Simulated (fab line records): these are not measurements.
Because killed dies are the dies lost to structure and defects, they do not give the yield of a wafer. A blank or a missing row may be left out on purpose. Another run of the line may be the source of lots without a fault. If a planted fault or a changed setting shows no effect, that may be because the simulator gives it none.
Split-lot study | flow n5Finfet | route with 1938 steps; 7 lots, 21 wafers read

== SPLIT DETAILS ==
At N5_BEOL_M11_ETCH_62 (etches SOC in N2/H2, target depth 110 nm, overetch 22 nm, time 165 s), the setting biasW was moved away from the recipe's 150 W on 9 of the 21 wafers read, by -13.3% to +15.8%. The other wafers ran this setting at the recipe's value.

The reading comes from the split's own step.

== THE READING ==
rfVppV, in V, at N5_BEOL_M11_ETCH_62 (etches SOC in N2/H2, target depth 110 nm, overetch 22 nm, time 165 s). Fault-free wafers of this fab line usually give 524.0 V, standard deviation 2.5 V.

wafer  | tool, chamber at the split | biasW as run, W | against the recipe | rfVppV, V | against lot-mates on the recipe
L075.4 | rieDiel-02, 0              | 130.1           | -13.3%             | 478.2     | -45.1
L075.5 | rieDiel-02, 1              | 130.1           | -13.3%             | 483.4     | -39.9
L075.6 | rieDiel-02, 0              | 150             | recipe             | 523.3     | -
L080.2 | rieDiel-02, 2              | 173.7           | +15.8%             | 575.5     | +53.1
L080.4 | rieDiel-02, 0              | 150             | recipe             | 522.4     | -
L080.6 | rieDiel-02, 0              | 173.7           | +15.8%             | 573.6     | +51.2
L087.1 | rieDiel-05, 2              | 150             | recipe             | 522.3     | -
L087.2 | rieDiel-05, 1              | 150             | recipe             | 522.4     | -
L087.5 | rieDiel-05, 2              | 150             | recipe             | 523.2     | -
L091.1 | rieDiel-04, 3              | 172.2           | +14.8%             | 576.9     | +53.8
L091.3 | rieDiel-04, 0              | 150             | recipe             | 523.1     | -
L091.5 | rieDiel-04, 3              | 172.2           | +14.8%             | 576.3     | +53.2
L092.2 | rieDiel-04, 1              | 150             | recipe             | 520.6     | -
L092.3 | rieDiel-04, 3              | 150             | recipe             | 527.6     | -
L092.4 | rieDiel-04, 0              | 150             | recipe             | 523.3     | -
L096.1 | rieDiel-02, 2              | 173.6           | +15.7%             | 575.8     | no lot-mate on the recipe
L096.2 | rieDiel-02, 1              | 173.6           | +15.7%             | 578.3     | no lot-mate on the recipe
L096.5 | rieDiel-02, 0              | 173.6           | +15.7%             | 573.4     | no lot-mate on the recipe
L095.1 | rieDiel-05, 2              | 150             | recipe             | 522.0     | -
L095.4 | rieDiel-05, 2              | 150             | recipe             | 522.2     | -
L095.6 | rieDiel-05, 0              | 150             | recipe             | 521.7     | -

THE FIT
A straight line over all 21 wafers: rfVppV changes by +3.34 V for each +1% of biasW; r = +1.00; the points scatter about the line by 2.3 V.
The same after taking each lot's own level away (the mean of its wafers on the recipe; 18 wafers): +3.37 V for each +1%; r = +1.00; scatter 2.2 V.
Per that fit: largest biasW move, reading shift of 53 V.
Measured against the standard deviation above, the lots' own levels, which go from 521.97 to 523.83 V, span 0.7 times it.
The two slopes agree, so the slope changes little with the lot-to-lot level.
Check: for one of the wafers moved furthest among these (+15.8%), held out of the fit, the line's prediction against its lot-mates is +53.9 V. Against them it came out at +53.1 V.
Tool readings at the split's step, against how far the setting was moved: rfVppV r = +1.00.

== OTHER SPLITS ON THESE WAFERS ==
Note: prior to the reading, these wafers also went through further splits. Each is held against what the fit with the lots' levels taken away leaves over:
other split on the same wafers | wafers away from the commonest value | r with rfVppV (lot level and that fit taken away)
N5_BEOL_M9_EXPOSE_08 doseMj    | 7                                    | +0.19
N5_BEOL_M10_COAT_22 spinRpm    | 5                                    | -0.31
N5_BEOL_M10_EXPOSE_25 doseMj   | 6                                    | +0.31

== THE WHOLE CHAIN: every reading that the file lists as answering this split, in the file's order ==
step                | what it does                                                         | reading                                                                          | change (the file's fit)                | r (the file's)
N5_BEOL_M11_ETCH_62 | etches SOC in N2/H2, target depth 110 nm, overetch 22 nm, time 165 s | rfVppV                                                                           | +3.38 V for each +1% of the setting    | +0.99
N5_BEOL_M11_ETCH_62 | etches SOC in N2/H2, target depth 110 nm, overetch 22 nm, time 165 s | SiARC_of_BEOL_M11_COAT_60.thkNm (the simulator's own value, which no gauge read) | -0.0919 nm for each +1% of the setting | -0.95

== FILE'S OWN FIT ==
rfVppV changes by +3.38 V for each +1% of biasW, r = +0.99.
